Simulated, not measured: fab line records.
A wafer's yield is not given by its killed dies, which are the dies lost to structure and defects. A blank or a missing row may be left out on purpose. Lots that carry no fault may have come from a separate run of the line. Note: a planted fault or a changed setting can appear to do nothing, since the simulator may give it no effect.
Which tool was responsible? :: flow n5_finfet :: 36 wafers from 14 lots sampled at 6 of the route's 1938 steps

WHAT THE GAUGES READ, wafer by wafer
N5_BEOL_M5_INSPECT_58: inspects for defects (darkfield). Usual: raw_defect_count at 70, with a standard deviation of 25.
lot: L614
measured: day 8 20:50
on: defect_inspect-02
raw_defect_count: 60 47
flag: 

lot: L616
measured: day 9 21:50
on: defect_inspect-01
raw_defect_count: 58 49 61
flag: 

lot: L617
measured: day 9 23:26
on: defect_inspect-01
raw_defect_count: 77 74 80
flag: 

lot: L618
measured: day 10 03:46
on: defect_inspect-02
raw_defect_count: 101 66 47
flag: 

lot: L619
measured: day 10 06:44
on: defect_inspect-02
raw_defect_count: 68 66 56
flag: 

lot: L621
measured: day 11 07:14
on: defect_inspect-02
raw_defect_count: 39 54 78
flag: 

lot: L623
measured: day 11 10:03
on: defect_inspect-02
raw_defect_count: 146 86
flag: 

lot: L622
measured: day 11 12:53
on: defect_inspect-01
raw_defect_count: 41 54 46
flag: 

lot: L626
measured: day 11 19:08
on: defect_inspect-01
raw_defect_count: 36 49 37
flag: 

lot: L630
measured: day 13 09:14
on: defect_inspect-01
raw_defect_count: 99 67
flag: 

lot: L632
measured: day 13 23:05
on: defect_inspect-01
raw_defect_count: 85 78
flag: 

lot: L633
measured: day 14 04:19
on: defect_inspect-02
raw_defect_count: 70 70
flag: 

lot: L634
measured: day 14 07:08
on: defect_inspect-02
raw_defect_count: 51 56
flag: 

lot: L635
measured: day 14 11:47
on: defect_inspect-02
raw_defect_count: 71 66 69
flag: 

N5_BEOL_M6_CD_MEAS_11 targets a cd of 38.5 nm. Usual: cd_nm at 38.7 nm, with a standard deviation of 0.44.
lot: L614
measured: day 8 22:58
on: cd_sem-02
cd_nm (nm): 38.8 38.4
flag: 

lot: L616
measured: day 9 23:20
on: cd_sem-02
cd_nm (nm): 39.0 38.2 39.2
flag: 

lot: L617
measured: day 10 01:26
on: cd_sem-01
cd_nm (nm): 34.3 34.0 33.9
flag: OFF

lot: L618
measured: day 10 06:17
on: cd_sem-02
cd_nm (nm): 35.6 35.8 35.5
flag: OFF

lot: L619
measured: day 10 09:29
on: cd_sem-01
cd_nm (nm): 35.1 35.4 35.8
flag: OFF

lot: L621
measured: day 11 10:34
on: cd_sem-01
cd_nm (nm): 36.4 36.7 36.7
flag: OFF

lot: L623
measured: day 11 12:42
on: cd_sem-02
cd_nm (nm): 39.1 39.0
flag: 

lot: L622
measured: day 11 15:38
on: cd_sem-01
cd_nm (nm): 39.2 39.3 39.1
flag: 

lot: L626
measured: day 11 21:45
on: cd_sem-03
cd_nm (nm): 38.5 38.7 38.6
flag: 

lot: L630
measured: day 13 11:56
on: cd_sem-02
cd_nm (nm): 38.7 38.6
flag: 

lot: L632
measured: day 14 01:18
on: cd_sem-03
cd_nm (nm): 39.2 38.3
flag: 

lot: L633
measured: day 14 05:52
on: cd_sem-01
cd_nm (nm): 37.9 38.4
flag: 

lot: L634
measured: day 14 09:31
on: cd_sem-03
cd_nm (nm): 38.9 39.2
flag: 

lot: L635
measured: day 14 13:35
on: cd_sem-01
cd_nm (nm): 38.6 39.2 38.6
flag: 

N5_BEOL_M6_CD_MEAS_18: pitch 80 nm, target cd 40 nm. Usual: cd_nm at 40.3 nm, with a standard deviation of 0.59.
lot: L614
measured: day 8 23:58
on: cd_sem-01
cd_nm (nm): 40.2 40.1
flag: 

lot: L616
measured: day 9 23:53
on: cd_sem-03
cd_nm (nm): 39.7 39.7 40.5
flag: 

lot: L617
measured: day 10 02:22
on: cd_sem-03
cd_nm (nm): 35.6 35.8 35.6
flag: OFF

lot: L618
measured: day 10 06:50
on: cd_sem-03
cd_nm (nm): 37.2 37.3 37.0
flag: OFF

lot: L619
measured: day 10 10:02
on: cd_sem-03
cd_nm (nm): 36.6 37.2 37.3
flag: OFF

lot: L621
measured: day 11 11:22
on: cd_sem-03
cd_nm (nm): 38.1 38.9 38.2
flag: OFF

lot: L623
measured: day 11 13:22
on: cd_sem-03
cd_nm (nm): 39.9 39.1
flag: 

lot: L622
measured: day 11 16:14
on: cd_sem-01
cd_nm (nm): 41.6 40.4 41.4
flag: 

lot: L626
measured: day 11 22:22
on: cd_sem-01
cd_nm (nm): 40.4 40.4 39.8
flag: 

lot: L630
measured: day 13 13:28
on: cd_sem-01
cd_nm (nm): 41.0 41.2
flag: 

lot: L632
measured: day 14 02:00
on: cd_sem-02
cd_nm (nm): 40.8 40.4
flag: 

lot: L633
measured: day 14 06:28
on: cd_sem-02
cd_nm (nm): 39.4 40.6
flag: 

lot: L634
measured: day 14 10:04
on: cd_sem-02
cd_nm (nm): 39.8 41.1
flag: 

lot: L635
measured: day 14 14:08
on: cd_sem-02
cd_nm (nm): 40.4 40.5 41.0
flag: 

WHAT TOOL EACH LOT RAN ON (gives the tool, then ch and the chambers of the sampled wafers, and finally the start)
lot: L614
N5_BEOL_M5_CO_CAP_78: cvd_co-01 ch 0,2, day 8 20:37
N5_BEOL_M6_EXPOSE_08: arfi_scanner-01 ch 0, day 8 22:50
N5_BEOL_M6_DESCUM_16: rie_diel-03 ch 2,3, day 8 23:20

lot: L616
N5_BEOL_M5_CO_CAP_78: cvd_co-01 ch 0,2, day 9 21:38
N5_BEOL_M6_EXPOSE_08: arfi_scanner-01 ch 0, day 9 23:12
N5_BEOL_M6_DESCUM_16: rie_diel-03 ch 0,1,2, day 9 23:25

lot: L617
N5_BEOL_M5_CO_CAP_78: cvd_co-02 ch 0,1, day 9 23:14
N5_BEOL_M6_EXPOSE_08: arfi_scanner-01 ch 0, day 10 01:18
N5_BEOL_M6_DESCUM_16: rie_diel-06 ch 0,3, day 10 01:40

lot: L618
N5_BEOL_M5_CO_CAP_78: cvd_co-01 ch 1,2, day 10 03:29
N5_BEOL_M6_EXPOSE_08: arfi_scanner-01 ch 0, day 10 06:10
N5_BEOL_M6_DESCUM_16: rie_diel-03 ch 0,2,3, day 10 06:23

lot: L619
N5_BEOL_M5_CO_CAP_78: cvd_co-01 ch 1,2, day 10 06:32
N5_BEOL_M6_EXPOSE_08: arfi_scanner-01 ch 0, day 10 09:22
N5_BEOL_M6_DESCUM_16: rie_diel-06 ch 0,2,3, day 10 09:35

lot: L621
N5_BEOL_M5_CO_CAP_78: cvd_co-02 ch 0,1,2, day 11 07:04
N5_BEOL_M6_EXPOSE_08: arfi_scanner-01 ch 0, day 11 10:27
N5_BEOL_M6_DESCUM_16: rie_diel-06 ch 0,3, day 11 10:55

lot: L623
N5_BEOL_M5_CO_CAP_78: cvd_co-01 ch 0, day 11 09:50
N5_BEOL_M6_EXPOSE_08: arfi_scanner-03 ch 0, day 11 12:35
N5_BEOL_M6_DESCUM_16: rie_diel-06 ch 1, day 11 12:47

lot: L622
N5_BEOL_M5_CO_CAP_78: cvd_co-01 ch 0,1,2, day 11 12:41
N5_BEOL_M6_EXPOSE_08: arfi_scanner-03 ch 0, day 11 15:31
N5_BEOL_M6_DESCUM_16: rie_diel-06 ch 1,3, day 11 15:43

lot: L626
N5_BEOL_M5_CO_CAP_78: cvd_co-02 ch 0,1,2, day 11 18:55
N5_BEOL_M6_EXPOSE_08: arfi_scanner-02 ch 0, day 11 21:37
N5_BEOL_M6_DESCUM_16: rie_diel-03 ch 0,2,3, day 11 21:50

lot: L630
N5_BEOL_M5_CO_CAP_78: cvd_co-02 ch 1, day 13 09:01
N5_BEOL_M6_EXPOSE_08: arfi_scanner-02 ch 0, day 13 11:49
N5_BEOL_M6_DESCUM_16: rie_diel-02 ch 0,3, day 13 12:53

lot: L632
N5_BEOL_M5_CO_CAP_78: cvd_co-01 ch 0,2, day 13 22:52
N5_BEOL_M6_EXPOSE_08: arfi_scanner-03 ch 0, day 14 01:11
N5_BEOL_M6_DESCUM_16: rie_diel-06 ch 0,2, day 14 01:24

lot: L633
N5_BEOL_M5_CO_CAP_78: cvd_co-02 ch 0,1, day 14 04:08
N5_BEOL_M6_EXPOSE_08: arfi_scanner-03 ch 0, day 14 05:45
N5_BEOL_M6_DESCUM_16: rie_diel-03 ch 0,1, day 14 06:00

lot: L634
N5_BEOL_M5_CO_CAP_78: cvd_co-02 ch 0,1, day 14 06:55
N5_BEOL_M6_EXPOSE_08: arfi_scanner-03 ch 0, day 14 09:24
N5_BEOL_M6_DESCUM_16: rie_diel-03 ch 3, day 14 09:36

lot: L635
N5_BEOL_M5_CO_CAP_78: cvd_co-02 ch 0,1,2, day 14 11:34
N5_BEOL_M6_EXPOSE_08: arfi_scanner-03 ch 0, day 14 13:28
N5_BEOL_M6_DESCUM_16: rie_diel-02 ch 0,1,3, day 14 13:41
- N5_BEOL_M5_CO_CAP_78: material Co, precursor CCTBA/H2, target thk 2 nm, time 102.1 s.
- N5_BEOL_M6_EXPOSE_08: exposes mask M6.
- N5_BEOL_M6_DESCUM_16: chemistry O2, time 7.9 s.

AS READ BY THE TOOLS THEMSELVES (means over the sampled wafers that have a number; for cases with no such wafer, the mark the record gives instead)
N5_BEOL_M5_CO_CAP_78. Usual: heater_power_w at 232 W, with a standard deviation of 25.
lot: L614
tool: cvd_co-01
heater_power_w (W): 226
flag: 

lot: L616
tool: cvd_co-01
heater_power_w (W): 214
flag: 

lot: L617
tool: cvd_co-02
heater_power_w (W): 239
flag: 

lot: L618
tool: cvd_co-01
heater_power_w (W): 200
flag: 

lot: L619
tool: cvd_co-01
heater_power_w (W): 202
flag: 

lot: L621
tool: cvd_co-02
heater_power_w (W): 247
flag: 

lot: L623
tool: cvd_co-01
heater_power_w (W): 248
flag: 

lot: L622
tool: cvd_co-01
heater_power_w (W): 215
flag: 

lot: L626
tool: cvd_co-02
heater_power_w (W): 248
flag: 

lot: L630
tool: cvd_co-02
heater_power_w (W): 230
flag: 

lot: L632
tool: cvd_co-01
heater_power_w (W): 221
flag: 

lot: L633
tool: cvd_co-02
heater_power_w (W): 244
flag: 

lot: L634
tool: cvd_co-02
heater_power_w (W): 244
flag: 

lot: L635
tool: cvd_co-02
heater_power_w (W): 248
flag: 

N5_BEOL_M6_EXPOSE_08. Usual: exposure_dose_mJ_cm2 at 68.19, with a standard deviation of 0.076.
lot: L614
tool: arfi_scanner-01
exposure_dose_mJ_cm2: 68.31
flag: 

lot: L616
tool: arfi_scanner-01
exposure_dose_mJ_cm2: 68.26
flag: 

lot: L617
tool: arfi_scanner-01
exposure_dose_mJ_cm2: 62.35
flag: OFF

lot: L618
tool: arfi_scanner-01
exposure_dose_mJ_cm2: 63.53
flag: OFF

lot: L619
tool: arfi_scanner-01
exposure_dose_mJ_cm2: 64.38
flag: OFF

lot: L621
tool: arfi_scanner-01
exposure_dose_mJ_cm2: 65.07
flag: OFF

lot: L623
tool: arfi_scanner-03
exposure_dose_mJ_cm2: 68.21
flag: 

lot: L622
tool: arfi_scanner-03
exposure_dose_mJ_cm2: 68.15
flag: 

lot: L626
tool: arfi_scanner-02
exposure_dose_mJ_cm2: 68.17
flag: 

lot: L630
tool: arfi_scanner-02
exposure_dose_mJ_cm2: 68.13
flag: 

lot: L632
tool: arfi_scanner-03
exposure_dose_mJ_cm2: 68.18
flag: 

lot: L633
tool: arfi_scanner-03
exposure_dose_mJ_cm2: 68.12
flag: 

lot: L634
tool: arfi_scanner-03
exposure_dose_mJ_cm2: 68.24
flag: 

lot: L635
tool: arfi_scanner-03
exposure_dose_mJ_cm2: 68.14
flag: 

N5_BEOL_M6_DESCUM_16. Usual: drypump_motor_current_A 5.8 A, standard deviation 0.39; oes_product_au 0.83 a.u., standard deviation 0.048; rf_vpp_V 243.8 V, standard deviation 1.4; showerhead_plenum_p_Torr 2.14 Torr, standard deviation 0.07; throttle_valve_pct 20.34 %, standard deviation 0.24.
lot: L614
tool: rie_diel-03
drypump_motor_current_A (A): 5.5
oes_product_au (a.u.): 0.85
rf_vpp_V (V): 244.2
showerhead_plenum_p_Torr (Torr): 2.17
throttle_valve_pct (%): 20.45
flag: 

lot: L616
tool: rie_diel-03
drypump_motor_current_A (A): 5.8
oes_product_au (a.u.): 0.87
rf_vpp_V (V): 244.6
showerhead_plenum_p_Torr (Torr): 2.18
throttle_valve_pct (%): 20.55
flag: 

lot: L617
tool: rie_diel-06
drypump_motor_current_A (A): 6.0
oes_product_au (a.u.): 0.83
rf_vpp_V (V): 245.6
showerhead_plenum_p_Torr (Torr): 2.21
throttle_valve_pct (%): 20.11
flag: 

lot: L618
tool: rie_diel-03
drypump_motor_current_A (A): 5.8
oes_product_au (a.u.): 0.84
rf_vpp_V (V): 244.5
showerhead_plenum_p_Torr (Torr): 2.14
throttle_valve_pct (%): 20.53
flag: 

lot: L619
tool: rie_diel-06
drypump_motor_current_A (A): 5.7
oes_product_au (a.u.): 0.84
rf_vpp_V (V): 244.3
showerhead_plenum_p_Torr (Torr): 2.18
throttle_valve_pct (%): 20.07
flag: 

lot: L621
tool: rie_diel-06
drypump_motor_current_A (A): 6.0
oes_product_au (a.u.): 0.82
rf_vpp_V (V): 245.8
showerhead_plenum_p_Torr (Torr): 2.21
throttle_valve_pct (%): 20.14
flag: 

lot: L623
tool: rie_diel-06
drypump_motor_current_A (A): 6.1
oes_product_au (a.u.): 0.76
rf_vpp_V (V): 242.1
showerhead_plenum_p_Torr (Torr): 2.03
throttle_valve_pct (%): 20.54
flag: 

lot: L622
tool: rie_diel-06
drypump_motor_current_A (A): 5.9
oes_product_au (a.u.): 0.80
rf_vpp_V (V): 244.2
showerhead_plenum_p_Torr (Torr): 2.13
throttle_valve_pct (%): 20.25
flag: 

lot: L626
tool: rie_diel-03
drypump_motor_current_A (A): 5.8
oes_product_au (a.u.): 0.82
rf_vpp_V (V): 244.1
showerhead_plenum_p_Torr (Torr): 2.14
throttle_valve_pct (%): 20.54
flag: 

lot: L630
tool: rie_diel-02
drypump_motor_current_A (A): 5.7
oes_product_au (a.u.): 0.81
rf_vpp_V (V): 242.6
showerhead_plenum_p_Torr (Torr): 2.06
throttle_valve_pct (%): 20.42
flag: 

lot: L632
tool: rie_diel-06
drypump_motor_current_A (A): 5.7
oes_product_au (a.u.): 0.80
rf_vpp_V (V): 244.2
showerhead_plenum_p_Torr (Torr): 2.17
throttle_valve_pct (%): 20.10
flag: 

lot: L633
tool: rie_diel-03
drypump_motor_current_A (A): 5.9
oes_product_au (a.u.): 0.81
rf_vpp_V (V): 245.3
showerhead_plenum_p_Torr (Torr): 2.16
throttle_valve_pct (%): 20.58
flag: 

lot: L634
tool: rie_diel-03
drypump_motor_current_A (A): 5.6
oes_product_au (a.u.): 0.79
rf_vpp_V (V): 244.7
showerhead_plenum_p_Torr (Torr): 2.12
throttle_valve_pct (%): 20.38
flag: 

lot: L635
tool: rie_diel-02
drypump_motor_current_A (A): 5.7
oes_product_au (a.u.): 0.83
rf_vpp_V (V): 242.6
showerhead_plenum_p_Torr (Torr): 2.08
throttle_valve_pct (%): 20.27
flag: 

THE ANSWER, worked out from the rows above alone
Rule: take the mean of a lot's wafers that have a number; if it is more than 3 standard deviations from the usual mean, the lot is off. A lot without any number at a reading at which 4 lots or more have one is off too. The other lots that the step has rows for count as sound. Order of review: gauges by route order, followed by the tools' own readings, for which a lot's mean as printed above is used. At the first step where some lot is off, the reading lying furthest off is the one used; lots without a number count as furthest.
Off at N5_BEOL_M6_CD_MEAS_11 (cd_nm): L617, L618, L619, L621.
If a tool, at a process step before that reading, ran all the lots that are off and no sound lot after the first of them, it fits. The gauges at N5_BEOL_M6_CD_MEAS_11 aren't tried: what is off there is off at N5_BEOL_M6_CD_MEAS_18 too, on other tools, and a gauge's error can't cause that. One fits: N5_BEOL_M6_EXPOSE_08 on arfi_scanner-01. Its last sound lot is L616 (day 9 23:12), its first lot that is off L617 (day 10 01:18): a fault that began between those two fits.
On the lots that are off, the tool's own readings at N5_BEOL_M6_EXPOSE_08 differ by more than 5 times the standard deviation of the sound lots' means, which bears it out; exposure_dose_mJ_cm2 reads 63.83 there versus 68.19 on the sound lots.

WHAT HAD BEEN PUT IN BY THE SIMULATOR
Process parameter drift: arfi_scanner-01, from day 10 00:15 on, at N5_BEOL_M6_EXPOSE_08. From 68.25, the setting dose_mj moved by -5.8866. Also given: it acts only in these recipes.
Shown lots that were struck: L617, L618, L619, L621. This agrees with what the rule above found.
